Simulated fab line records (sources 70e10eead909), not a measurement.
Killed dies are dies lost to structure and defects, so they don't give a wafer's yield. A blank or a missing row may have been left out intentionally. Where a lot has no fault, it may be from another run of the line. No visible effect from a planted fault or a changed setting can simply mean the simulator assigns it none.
Matching of chambers || flow nandHarc || NHARC_A_STAIRCASE_TRIM_220 on rieDiel-09 has 4 sister chambers
The step chemistry O2, time 211.2 s. 8 wafers are shown with their chamber, then 7 later ones without.

WAFERS PAIRED WITH THEIR CHAMBERS
{"wafer": "L075.3", "chamber": 2, "drypumpMotorCurrentA (A)": 5.8, "showerheadPlenumPTorr (Torr)": 3.59}
{"wafer": "L075.4", "chamber": 1, "drypumpMotorCurrentA (A)": 5.5, "showerheadPlenumPTorr (Torr)": 3.29}
{"wafer": "L077.5", "chamber": 2, "drypumpMotorCurrentA (A)": 5.7, "showerheadPlenumPTorr (Torr)": 3.59}
{"wafer": "L076.1", "chamber": 1, "drypumpMotorCurrentA (A)": 5.5, "showerheadPlenumPTorr (Torr)": 3.28}
{"wafer": "L082.4", "chamber": 3, "drypumpMotorCurrentA (A)": 6.5, "showerheadPlenumPTorr (Torr)": 3.65}
{"wafer": "L082.6", "chamber": 0, "drypumpMotorCurrentA (A)": 5.2, "showerheadPlenumPTorr (Torr)": 3.50}
{"wafer": "L086.2", "chamber": 3, "drypumpMotorCurrentA (A)": 6.5, "showerheadPlenumPTorr (Torr)": 3.64}
{"wafer": "L086.4", "chamber": 0, "drypumpMotorCurrentA (A)": 5.2, "showerheadPlenumPTorr (Torr)": 3.49}

WAFERS WITH NO CHAMBER GIVEN
{"wafer": "L086.5", "drypumpMotorCurrentA (A)": 5.5, "showerheadPlenumPTorr (Torr)": 3.26}
{"wafer": "L089.1", "drypumpMotorCurrentA (A)": 5.2, "showerheadPlenumPTorr (Torr)": 3.49}
{"wafer": "L089.3", "drypumpMotorCurrentA (A)": 5.8, "showerheadPlenumPTorr (Torr)": 3.56}
{"wafer": "L089.4", "drypumpMotorCurrentA (A)": 6.5, "showerheadPlenumPTorr (Torr)": 3.64}
{"wafer": "L096.1", "drypumpMotorCurrentA (A)": 5.7, "showerheadPlenumPTorr (Torr)": 3.55}
{"wafer": "L096.5", "drypumpMotorCurrentA (A)": 5.5, "showerheadPlenumPTorr (Torr)": 3.80}
{"wafer": "L096.6", "drypumpMotorCurrentA (A)": 5.8, "showerheadPlenumPTorr (Torr)": 3.55}

THE CHAMBER EACH PASSED THROUGH
{"wafer": "L086.5", "from the rows above": 1, "in truth": 1}
{"wafer": "L089.1", "from the rows above": 0, "in truth": 0}
{"wafer": "L089.3", "from the rows above": 2, "in truth": 2}
{"wafer": "L089.4", "from the rows above": 3, "in truth": 3}
{"wafer": "L096.1", "from the rows above": 2, "in truth": 2}
{"wafer": "L096.5", "from the rows above": 2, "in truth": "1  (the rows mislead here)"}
{"wafer": "L096.6", "from the rows above": 2, "in truth": 2}
Correct placement for 6 of the 7. From these rows, 0 cannot be placed. Number placed wrongly: 1.
How it was worked out, from the rows above alone: a wafer's distance from a chamber is the root of the sum, over the readings, of the square of ((its reading less the chamber's mean) divided by the reading's scatter). The wafer belongs to the nearest chamber; if the next one is less than 2 further off, it can't be placed. Each chamber's mean is taken over the wafers shown for it. How the scatter is found: for the shown wafers, subtract from each reading the mean of its chamber, square and add these, divide the total by (wafers less chambers), then take the root.
